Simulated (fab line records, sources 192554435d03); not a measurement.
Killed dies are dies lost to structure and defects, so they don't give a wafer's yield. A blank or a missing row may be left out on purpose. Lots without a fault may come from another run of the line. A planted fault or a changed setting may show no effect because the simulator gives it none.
Split-lot experiment | flow n5_finfet | 7 lots, 39 wafers read, on a route of 1938 steps

THE SPLIT
At N5_BEOL_M14_ETCH_68 (etches SOC in N2/H2, time 450 s), the setting target_depth_a was moved away from the recipe's 9000 angstrom on 18 of the 39 wafers read, by -35.9% to +48.2%. The other wafers ran this setting at the recipe's value.

The reading is taken at the split's own step.

THE READING
SiARC_of_BEOL_M14_COAT_66.thk_nm (the simulator's own value, which no gauge read), in nm, at N5_BEOL_M14_ETCH_68 (etches SOC in N2/H2, time 450 s). The file gives no usual value for it. The 21 wafers here that ran the recipe average 65.5 nm, standard deviation 0.75 nm.

wafer  | tool, chamber at the split | target_depth_a as run, angstrom | against the recipe | SiARC_of_BEOL_M14_COAT_66.thk_nm, nm | against lot-mates on the recipe
L076.1 | rie_diel-01, 0             | 9000                            | recipe             | 66.2                                 | -
L076.2 | rie_diel-01, 2             | 5771                            | -35.9%             | 82.4                                 | +16.5
L076.3 | rie_diel-01, 1             | 5771                            | -35.9%             | 81.2                                 | +15.3
L076.4 | rie_diel-01, 2             | 5771                            | -35.9%             | 82.2                                 | +16.3
L076.5 | rie_diel-01, 0             | 9000                            | recipe             | 66.4                                 | -
L076.6 | rie_diel-01, 1             | 9000                            | recipe             | 65                                   | -
L078.1 | rie_diel-02, 0             | 12200                           | +35.6%             | 49.4                                 | -15.9
L078.2 | rie_diel-02, 3             | 9000                            | recipe             | 65.8                                 | -
L078.3 | rie_diel-02, 1             | 12200                           | +35.6%             | 50                                   | -15.3
L078.4 | rie_diel-02, 2             | 9000                            | recipe             | 65.2                                 | -
L078.5 | rie_diel-02, 2             | 9000                            | recipe             | 65                                   | -
L078.6 | rie_diel-02, 3             | 12200                           | +35.6%             | 50.4                                 | -14.9
L081.1 | rie_diel-01, 1             | 9000                            | recipe             | 65                                   | -
L081.2 | rie_diel-01, 2             | 12340                           | +37.1%             | 50.6                                 | -15.3
L081.3 | rie_diel-01, 3             | 12340                           | +37.1%             | 47                                   | -18.9
L081.4 | rie_diel-01, 0             | 9000                            | recipe             | 66.4                                 | -
L081.6 | rie_diel-01, 0             | 9000                            | recipe             | 66.4                                 | -
L081.5 | rie_diel-01, 3             | 12340                           | +37.1%             | 47.6                                 | -18.3
L087.1 | rie_diel-04, 1             | 13340                           | +48.2%             | 44                                   | -20.8
L087.2 | rie_diel-04, 3             | 13340                           | +48.2%             | 45                                   | -19.8
L087.3 | rie_diel-04, 2             | 9000                            | recipe             | 64.8                                 | -
L087.4 | rie_diel-04, 0             | 9000                            | recipe             | 65                                   | -
L087.5 | rie_diel-04, 0             | 9000                            | recipe             | 64.6                                 | -
L087.6 | rie_diel-04, 3             | 13340                           | +48.2%             | 45.2                                 | -19.6
L093.1 | rie_diel-02, 1             | 11980                           | +33.1%             | 51                                   | -15.1
L093.2 | rie_diel-02, 2             | 11980                           | +33.1%             | 51.6                                 | -14.5
L093.3 | rie_diel-02, 0             | 9000                            | recipe             | 65.6                                 | -
L093.4 | rie_diel-02, 0             | 11980                           | +33.1%             | 51.4                                 | -14.7
L093.5 | rie_diel-02, 1             | 9000                            | recipe             | 66.6                                 | -
L093.6 | rie_diel-02, 2             | 9000                            | recipe             | 66                                   | -
L092.1 | rie_diel-01, 0             | 6668                            | -25.9%             | 76.8                                 | +12.3
L092.2 | rie_diel-01, 3             | 6668                            | -25.9%             | 75.2                                 | +10.7
L092.3 | rie_diel-01, 1,3           | 9000                            | recipe             | 64                                   | -
L092.5 | rie_diel-01, 1,3           | 9000                            | recipe             | 64                                   | -
L092.4 | rie_diel-01, 2             | 6668                            | -25.9%             | 77.2                                 | +12.7
L092.6 | rie_diel-01, 0             | 9000                            | recipe             | 65.6                                 | -
L096.2 | rie_diel-04, 1,3           | 9000                            | recipe             | 66                                   | -
L096.6 | rie_diel-04, 1,3           | 9000                            | recipe             | 66                                   | -
L096.5 | rie_diel-04, 0             | 9000                            | recipe             | 65.2                                 | -
Where a row lists several chambers, the file gives one row for several wafers and doesn't say which wafer went through which chamber.

THE FIT
A straight line over all 39 wafers: SiARC_of_BEOL_M14_COAT_66.thk_nm changes by -0.44 nm for each +1% of target_depth_a; r = -1.00; the points scatter about the line by 0.88 nm.
The same after taking each lot's own level away (the mean of its wafers on the recipe; 39 wafers): -0.442 nm for each +1%; r = -1.00; scatter 0.85 nm.
On that fit, the largest move of target_depth_a shifts the reading by 21 nm.
The lots' own levels span 64.53 to 66.07 nm, that is 2.0 times the standard deviation above.
So the lot-to-lot level changes the slope little: the two slopes agree.
Check: with one of the wafers moved furthest among these (+48.2%) left out of the fit, the line predicts -21.3 nm for it against its lot-mates. It came out at -20.8 nm against them.

OTHER SPLITS ON THESE WAFERS
These wafers also went through other splits before the reading. Each is held against what the fit with the lots' levels taken away leaves over:
other split on the same wafers           | wafers away from the commonest value | r with SiARC_of_BEOL_M14_COAT_66.thk_nm (lot level and that fit taken away)
N5_FIN_SAQP_ALD_61 ald_cycles            | 15                                   | -0.11
N5_SD_EPI_N_ETCH_16 target_depth_a       | 18                                   | -0.41
N5_MOL_CONTACT_COAG_CVD_140 target_thk_a | 18                                   | -0.12
N5_BEOL_M8_DEP_56 target_thk_a           | 12                                   | +0.02

THE FILE'S OWN FIT
SiARC_of_BEOL_M14_COAT_66.thk_nm changes by -0.441 nm for each +1% of target_depth_a, r = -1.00.
